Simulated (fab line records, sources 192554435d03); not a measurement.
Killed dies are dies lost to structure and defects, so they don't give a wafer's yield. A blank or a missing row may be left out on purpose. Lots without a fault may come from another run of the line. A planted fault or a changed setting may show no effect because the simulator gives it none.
Chamber matching | flow n5_finfet | N5_FIN_SAQP_ETCH_69 on rie_diel-01: 4 sister chambers
The step etches SOC in N2/H2, stops on SiNx, target depth 150 nm. 8 wafers are shown with their chamber, then 7 later ones without.

WAFERS WITH THEIR CHAMBER
wafer  | chamber | showerhead_plenum_p_Torr (Torr) | throttle_valve_pct (%)
L078.1 | 3       | 2.48                            | 17.90
L078.5 | 0       | 2.55                            | 17.68
L080.4 | 0       | 2.55                            | 17.70
L083.2 | 3       | 2.47                            | 17.54
L083.4 | 2       | 2.61                            | 18.00
L083.6 | 1       | 2.46                            | 18.31
L085.2 | 1       | 2.46                            | 18.33
L085.3 | 2       | 2.61                            | 18.00

WAFERS WITHOUT THEIR CHAMBER
wafer  | showerhead_plenum_p_Torr (Torr) | throttle_valve_pct (%)
L085.6 | 2.47                            | 17.57
L089.1 | 2.45                            | 18.34
L089.3 | 2.60                            | 18.01
L089.4 | 2.47                            | 17.56
L090.2 | 2.47                            | 17.57
L090.5 | 2.54                            | 17.74
L090.6 | 2.45                            | 18.36

WHICH CHAMBER EACH WENT THROUGH
wafer  | from the rows above | in truth
L085.6 | 3                   | 3
L089.1 | 1                   | 1
L089.3 | 2                   | 2
L089.4 | 3                   | 3
L090.2 | 3                   | 3
L090.5 | 0                   | 0
L090.6 | 1                   | 1
Placed correctly: 7 of 7. Can't be placed from these rows: 0. Placed wrongly: 0.
How it was worked out, from the rows above alone: a wafer's distance from a chamber is the root of the sum, over the readings, of the square of ((its reading less the chamber's mean) divided by the reading's scatter). The wafer belongs to the nearest chamber; if the next one is less than 2 further off, it can't be placed. A chamber's mean is the mean of its shown wafers. The scatter: the root of (the sum of the squares of (reading less its chamber's mean) over the shown wafers, divided by (wafers less chambers)).
